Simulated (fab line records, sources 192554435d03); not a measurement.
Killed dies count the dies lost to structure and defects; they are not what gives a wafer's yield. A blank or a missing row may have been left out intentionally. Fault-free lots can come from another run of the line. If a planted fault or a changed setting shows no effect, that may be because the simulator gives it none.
Struck lot and sound lot, side by side	flow n5_finfet	25 out of 1938 route steps
Sound: the wafers L588.3, L588.5, L588.6. The struck wafers were L592.2, L592.4, L592.5. The cause comes at the end.
For every step that has rows: the tool of each side, followed by ch and its chambers, followed by its first start. Under that, the readings that differ: sound wafers	struck wafers	difference of the means	sigmas: that difference in standard deviations of wafers without a fault.
alike: readings whose means differ by less than 2 such deviations, and words and numbers that are the same on both sides. not compared: withheld readings, readings that some wafer has no value for, bounds like >300 that may hide the same value, and numbers for which the record gives no deviation and whose values overlap.
Wherever a step has rows on one side only, a row that says differs or no value, or a row with sigmas, the two part there. Numbers that have no deviation but don't overlap get no sigmas and don't part them. A reading that every wafer of one side lacks parts them only if that side has two wafers or more.

N5_BEOL_M1_CO_CAP_55: material Co, precursor CCTBA/H2, target thk 2 nm, time 102.1 s.
  sound on cvd_co-02 ch 0,1,2, day 7 19:02; struck on cvd_co-02 ch 1,2, day 8 11:15
  alike: heater_power_w
  not compared: since_wet_clean_h
then, 1 step without rows for these wafers: N5_BEOL_M1_PRE_CLEAN_56 (time 15 s).
N5_BEOL_M1_DEP_57: deposits SiCN from 3MS/NH3, target thk 8 nm, time 14 s.
  sound on pecvd-03 ch 0,1,2, day 7 19:09; struck on pecvd-03 ch 0,1, day 8 11:22
  alike: rf_fwd_power_W, showerhead_plenum_p_Torr, showerhead_vpp_V, throttle_valve_pct
  not compared: since_wet_clean_h
N5_BEOL_M1_RS_MEAS_58: measurement is done with a four-point probe.
  struck on film_metro-02, day 8 11:26; sound on film_metro-01, day 7 19:18
  alike: M1_RS
N5_BEOL_M1_INSPECT_59: inspects for defects (darkfield).
  struck on defect_inspect-01, day 8 11:28; sound on defect_inspect-01, day 7 19:19
reading	sound	struck	difference	sigmas
raw_defect_count	100 98 144	51 71 55	-55	-2
N5_BEOL_M2_ILD_DEP_00: deposits SiOC from DEMS/O2, target thk 79 nm, time 15.3 s.
  sound on pecvd-03 ch 0,1,2, day 7 19:22; struck on pecvd-04 ch 0,1, day 8 11:29
  alike: heater_power_w, rf_fwd_power_W, showerhead_plenum_p_Torr, showerhead_vpp_V, throttle_valve_pct
  not compared: since_wet_clean_h
N5_BEOL_M2_THK_MEAS_01:
  struck on film_metro-02, day 8 11:34; sound on film_metro-01, day 7 19:26
  alike: M2_ILD_THK
N5_BEOL_M2_PECVD_72: deposits SiO2 from TEOS/O2, target thk 16 nm, time 18 s.
  sound on pecvd-01 ch 1,2, day 7 19:28; struck on pecvd-03 ch 0,1,2, day 8 11:36
  alike: heater_power_w, rf_fwd_power_W, showerhead_plenum_p_Torr, showerhead_vpp_V, throttle_valve_pct
  not compared: since_wet_clean_h
N5_BEOL_M2_HM_DEP_02: deposits TiN, target thk 20 nm.
  struck on pvd_sputter-03, day 8 11:56; sound on pvd_sputter-03, day 7 19:43
  alike: throttle_valve_pct
then, 3 steps without rows for these wafers: N5_BEOL_M2_COAT_61 (time 60 s, resist thk 60 nm); N5_BEOL_M2_COAT_62 (time 60 s, resist thk 12 nm); N5_BEOL_M2_COAT_73 (time 60 s, resist thk 5 nm).
N5_BEOL_M2_COAT_05: resist thk 30 nm.
  sound on litho_track-03 ch 0, day 7 19:51; struck on litho_track-04 ch 0, day 8 12:05
reading	sound	struck	difference	sigmas
spin_speed_rpm (rpm)	1500.7 1501.5 1501.4	1339.9 1338.5 1339.3	-162.0	-99 or more
model.CAR-EUV_of_BEOL_M2_COAT_05.thk_nm (nm)	29.8 30 29.8	31.6 31.8 31.6	+1.8	
then, 5 steps without rows for these wafers: N5_BEOL_M2_EBR_07; N5_BEOL_M2_SOFTBAKE_06 (time 60 s); N5_BEOL_M2_EXPOSE_08 (exposes mask M2); N5_BEOL_M2_PEB_09 (peb time 60 s); N5_BEOL_M2_DEVELOP_10 (develop time 30 s).
N5_BEOL_M2_CD_MEAS_11: the cd target is 16.79 nm.
  sound on cd_sem-03 ch 0, day 7 20:08; struck on cd_sem-01 ch 0, day 8 12:28
  alike: cd_nm
N5_BEOL_M2_OVL_MEAS_12:
  sound on overlay-02 ch 0, day 7 20:10; struck on overlay-01 ch 0, day 8 12:30
  alike: M2_OVL
N5_BEOL_M2_INSPECT_13: inspects for defects (brightfield).
  struck on defect_inspect-02, day 8 12:33; sound on defect_inspect-02, day 7 20:13
reading	sound	struck	difference	sigmas
raw_defect_count	627 648 605	358 306 358	-286	-3
N5_BEOL_M2_DESCUM_16: chemistry O2, time 7 s.
  sound on rie_diel-01 ch 1,2,3, day 7 20:15; struck on rie_diel-05 ch 2,3, day 8 12:35
reading	sound	struck	difference	sigmas
model.CAR-EUV_of_BEOL_M2_COAT_05.thk_nm (nm)	25.8 26 25.8	27.8 27.8 27.8	+1.9	
  alike: drypump_motor_current_A, oes_product_au, rf_fwd_power_W, rf_vpp_V, showerhead_plenum_p_Torr, throttle_valve_pct
  not compared: rf_hours_counter_h
then, 1 step without rows for these wafers: N5_BEOL_M2_ETCH_74 (etches underlayer in N2/H2, target depth 6.5 nm, time 5.2 s).
N5_BEOL_M4_RC_MEAS_101:
  sound on prober-02 ch 0, day 9 05:07; struck on prober-01 ch 0, day 9 16:50
  alike: DIBL_N, DIBL_P, IOFF_N, IOFF_P, ION_N, ION_P, SS_N, SS_P, VT_N, VT_P
-- a jump in the record: the struck wafers' starts before and after are 5 days apart (it breaks off in module BEOL_M4 and resumes in module PASSIVATION, where the first step shown is number 1936 of the route) --
N5_PASSIVATION_PROBE_49:
  rows exist in the record for the struck wafers here (prober-02, day 14 09:01), but not for the sound ones

== WHERE THEY PART ==
At N5_BEOL_M1_INSPECT_59 first; at N5_PASSIVATION_PROBE_49 last (within this record only).

WHY: the cause the simulator had injected
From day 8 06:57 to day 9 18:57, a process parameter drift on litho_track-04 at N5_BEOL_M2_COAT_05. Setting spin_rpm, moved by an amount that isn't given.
